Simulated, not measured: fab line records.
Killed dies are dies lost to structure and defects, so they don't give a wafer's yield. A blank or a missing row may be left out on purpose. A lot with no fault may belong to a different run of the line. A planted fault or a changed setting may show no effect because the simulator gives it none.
Matching of chambers -- flow nand-harc -- rie-diel-08 running NHARC_A_SGD_CUT_DESCUM_14: 4 sister chambers
The step chemistry O2, time 3 s. 22 wafers are shown with their chamber, then 11 later ones without.

## WAFERS, EACH WITH ITS CHAMBER
wafer,chamber,drypump-motor-current-A (A),oes-product-au (a.u.),rf-vpp-V (V)
L076.1,0,5.0,1.000,57.1
L076.2,2,4.8,0.979,58.3
L076.6,2,4.8,0.986,57.7
L080.1,2,4.8,0.983,58.2
L080.2,0,5.0,0.996,58.6
L080.3,3,5.2,0.996,57.8
L082.3,0,5.0,0.999,57.1
L082.4,2,4.8,0.987,56.5
L082.5,0,5.0,1.002,58.9
L082.1,1,5.1,0.985,57.7
L082.2,3,5.2,0.989,57.3
L082.6,1,5.0,0.989,57.9
L084.2,3,5.2,0.980,56.0
L084.4,1,5.1,0.983,59.8
L084.6,0,5.0,1.008,58.4
L090.3,1,5.0,0.989,57.5
L090.4,0,4.9,0.984,58.1
L090.6,1,5.0,0.991,58.2
L089.2,3,5.2,0.983,57.4
L089.4,1,5.0,0.990,57.5
L089.6,0,5.0,0.980,58.9
L089.1,2,4.8,0.991,58.3

SIGNATURES (averages over the wafers above)
reading,chamber 0,chamber 1,chamber 2,chamber 3,scatter within a chamber
drypump-motor-current-A,4.986,5.033,4.800,5.200,0.0349
oes-product-au,0.99557,0.98783,0.98520,0.98700,0.00701
rf-vpp-V,58.157,58.100,57.800,57.125,0.803
Rule: for a wafer and a chamber, the distance is found by dividing, reading by reading, the gap between the wafer's reading and the chamber's mean by the reading's scatter, squaring, summing and taking the root. The wafer belongs to the nearest chamber; if the next one is less than 2 further off, it can't be placed. The scatter is the square root of a quotient: the sum, over the shown wafers, of each reading's squared deviation from its chamber's mean, divided by wafers minus chambers.

## WAFERS MISSING THEIR CHAMBER
wafer,drypump-motor-current-A (A),oes-product-au (a.u.),rf-vpp-V (V)
L089.3,4.9,0.983,58.3
L089.5,5.2,0.997,57.2
L092.1,4.8,0.993,58.1
L092.3,4.9,0.992,60.5
L092.5,5.0,0.989,57.7
L093.4,5.0,1.003,59.8
L093.5,4.8,0.996,59.4
L093.6,5.2,0.997,57.9
L096.2,5.2,1.004,56.7
L096.5,5.0,1.000,56.9
L096.6,4.8,0.994,58.5

## EACH ONE'S CHAMBER
wafer,from the rows above,in truth
L089.3,can't be placed: 2 or 0 or 1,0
L089.5,3,3
L092.1,2,2
L092.3,can't be placed: 0 or 2 or 1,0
L092.5,can't be placed: 1 or 0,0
L093.4,can't be placed: 0 or 1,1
L093.5,2,2
L093.6,3,3
L096.2,3,3
L096.5,can't be placed: 0 or 1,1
L096.6,2,2
Correctly placed: 6 of 11. These rows do not allow placing 5 (true chamber among the candidates in 5). Number placed wrongly: 0.
